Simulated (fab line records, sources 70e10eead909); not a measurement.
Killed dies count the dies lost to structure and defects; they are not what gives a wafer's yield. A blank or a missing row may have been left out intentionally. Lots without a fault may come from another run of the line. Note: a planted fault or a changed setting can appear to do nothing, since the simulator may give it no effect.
The same fault as seen by 2 desks + flow nand-harc + only its own numbers are on each desk; what lay behind them is given at the end

== THE DEFECT DESK ==
Counts from the inspections along the route, per lot, as means over the sampled wafers that have a number. A lot is out of limits, marked OUT, if its mean lies more than 4 standard deviations from the usual mean; the brackets give that distance.
Columns: A = raw-defect-count at NHARC_A_CHANNEL_HOLE_D2_INSPECT_40, usual 284
| lot  | first seen here | A   |
|------|-----------------|-----|
| L586 | day 15 17:34    | 352 |
| L587 | day 16 05:57    | 239 |
| L589 | day 16 22:03    | 393 |
| L590 | day 17 11:01    | 286 |
| L591 | day 18 00:16    | 397 |
| L594 | day 19 05:50    | 348 |
| L595 | day 19 07:00    | 258 |
| L593 | day 19 10:00    | 310 |
| L596 | day 20 04:57    | 270 |
| L602 | day 22 07:46    | 275 |
| L601 | day 22 11:13    | 289 |
| L603 | day 23 14:29    | 213 |
This desk's verdict: no lot among the 12 shows anything out of limits.

== FOR THE TOOL OWNER'S DESK: furnace-06 ==
At NHARC_A_CHANNEL_FILL_D2_ANNEAL_22 (time 7200 s), the tool's own readings, given per lot that ran on this tool as the mean of the sampled wafers with a number. A lot is out of limits, marked OUT, if its mean lies more than 4 standard deviations from the usual mean; the brackets give that distance. Shown are 7 of the 9 readings it has, namely the first that went out of limits plus those furthest out on some lot.
Columns: A = spike-tc-bottom-C at NHARC_A_CHANNEL_FILL_D2_ANNEAL_22, usual 640.2 C; B = spike-tc-centre-C at NHARC_A_CHANNEL_FILL_D2_ANNEAL_22, usual 620.3 C; C = spike-tc-lower-C at NHARC_A_CHANNEL_FILL_D2_ANNEAL_22, usual 619.5 C; D = spike-tc-top-C at NHARC_A_CHANNEL_FILL_D2_ANNEAL_22, usual 637.3 C; E = spike-tc-upper-C at NHARC_A_CHANNEL_FILL_D2_ANNEAL_22, usual 619.6 C; F = tube-center-temp-C at NHARC_A_CHANNEL_FILL_D2_ANNEAL_22, usual 620 C; G = tube_center_temp_C_max at NHARC_A_CHANNEL_FILL_D2_ANNEAL_22, usual 621.61
| lot  | first seen here | A               | B               | C               | D               | E               | F                     | G                        |
|------|-----------------|-----------------|-----------------|-----------------|-----------------|-----------------|-----------------------|--------------------------|
| L586 | day 17 01:01    | 638.5           | 620.6           | 618.9           | 636.6           | 620.8           | 620                   | 621.35                   |
| L590 | day 18 23:28    | 638.2           | 619.3           | 619.2           | 636.5           | 620.5           | 620                   | 621.80                   |
| L593 | day 20 18:27    | 665.4 (+11) OUT | 648.0 (+28) OUT | 645.9 (+22) OUT | 663.3 (+22) OUT | 649.1 (+20) OUT | 648 (+99 or more) OUT | 649.20 (+99 or more) OUT |
| L594 | day 20 18:27    | 666.1 (+12) OUT | 647.7 (+27) OUT | 646.0 (+22) OUT | 664.3 (+23) OUT | 648.6 (+19) OUT | 648 (+99 or more) OUT | 649.19 (+99 or more) OUT |
| L595 | day 20 18:27    | 664.4 (+11) OUT | 647.7 (+27) OUT | 646.2 (+22) OUT | 664.4 (+23) OUT | 648.0 (+19) OUT | 648 (+99 or more) OUT | 648.91 (+99 or more) OUT |
| L602 | day 23 18:01    | 638.3           | 619.9           | 619.6           | 637.1           | 619.7           | 620                   | 621.57                   |
| L603 | day 24 22:41    | 637.5           | 621.2           | 618.8           | 636.7           | 621.4           | 620                   | 621.24                   |
This desk's finding: out of limits on L593, L594, L595; first on L593, day 20 18:27 (spike-tc-bottom-C at NHARC_A_CHANNEL_FILL_D2_ANNEAL_22). In limits: L586, L590, L602, L603.

== TAKEN TOGETHER ==
The tool owner's desk could have raised an alarm at day 20 18:27, on L593, L594, L595.
The defect desk saw nothing out of limits.
The defect desk has L593, L594, L595 on record, within its limits.
NHARC_A_CHANNEL_FILL_D2_ANNEAL_22 was run on furnace-06 by each of the lots named.

== WHAT WAS PUT IN BY THE SIMULATOR ==
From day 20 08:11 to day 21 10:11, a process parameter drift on furnace-06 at NHARC_A_CHANNEL_FILL_D2_ANNEAL_22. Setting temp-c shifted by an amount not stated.
Lots struck among those shown: L593, L594, L595.
Each desk's first reading out of limits, in hours after the fault started: the tool owner's desk, 10.
